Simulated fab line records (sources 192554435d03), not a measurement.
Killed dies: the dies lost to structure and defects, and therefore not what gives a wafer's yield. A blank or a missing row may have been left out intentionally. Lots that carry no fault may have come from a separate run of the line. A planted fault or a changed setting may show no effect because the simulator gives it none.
Chamber matching + flow n5-finfet + N5_BEOL_M8_ILD_DEP_00 on pecvd-03: 3 sister chambers
The step deposits SiCOH lowk from DEMS/porogen, target thk 179.75 nm, time 33.4 s. 3 wafers are shown with their chamber, then 12 later ones without.

## WAFERS, EACH WITH ITS CHAMBER
| wafer  | chamber | heater-power-w (W) |
|--------|---------|--------------------|
| L091.3 | 2       | 243                |
| L091.5 | 0       | 336                |
| L091.6 | 1       | 418                |

## WAFERS WITHOUT THEIR CHAMBER
| wafer  | heater-power-w (W) |
|--------|--------------------|
| L093.1 | 244                |
| L093.2 | 432                |
| L093.3 | 322                |
| L093.4 | 419                |
| L093.5 | 250                |
| L093.6 | 331                |
| L094.1 | 336                |
| L094.5 | 385                |
| L094.6 | 253                |
| L097.1 | 423                |
| L097.2 | 294                |
| L097.3 | 345                |

## THE CHAMBER EACH PASSED THROUGH
| wafer  | from the rows above     | in truth |
|--------|-------------------------|----------|
| L093.1 | 2                       | 2        |
| L093.2 | 1                       | 1        |
| L093.3 | 0                       | 0        |
| L093.4 | 1                       | 1        |
| L093.5 | 2                       | 2        |
| L093.6 | 0                       | 0        |
| L094.1 | 0                       | 0        |
| L094.5 | can't be placed: 1 or 0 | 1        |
| L094.6 | 2                       | 2        |
| L097.1 | 1                       | 1        |
| L097.2 | can't be placed: 0 or 2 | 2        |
| L097.3 | 0                       | 0        |
Correct placement for 10 of the 12. Not placeable from these rows: 2 (in 2, the candidates include the true chamber). 0 placed wrongly.
How it was worked out, from the rows above alone: a wafer's distance from a chamber is the root of the sum, over the readings, of the square of ((its reading less the chamber's mean) divided by the reading's scatter). If the next closest chamber is less than 2 further off than the closest, the wafer can't be placed; otherwise it belongs to the closest. Each chamber's mean is taken over the wafers shown for it. The scatter: root of mean squared gap, hidden wafer to nearest shown wafer, with one shown wafer a chamber.
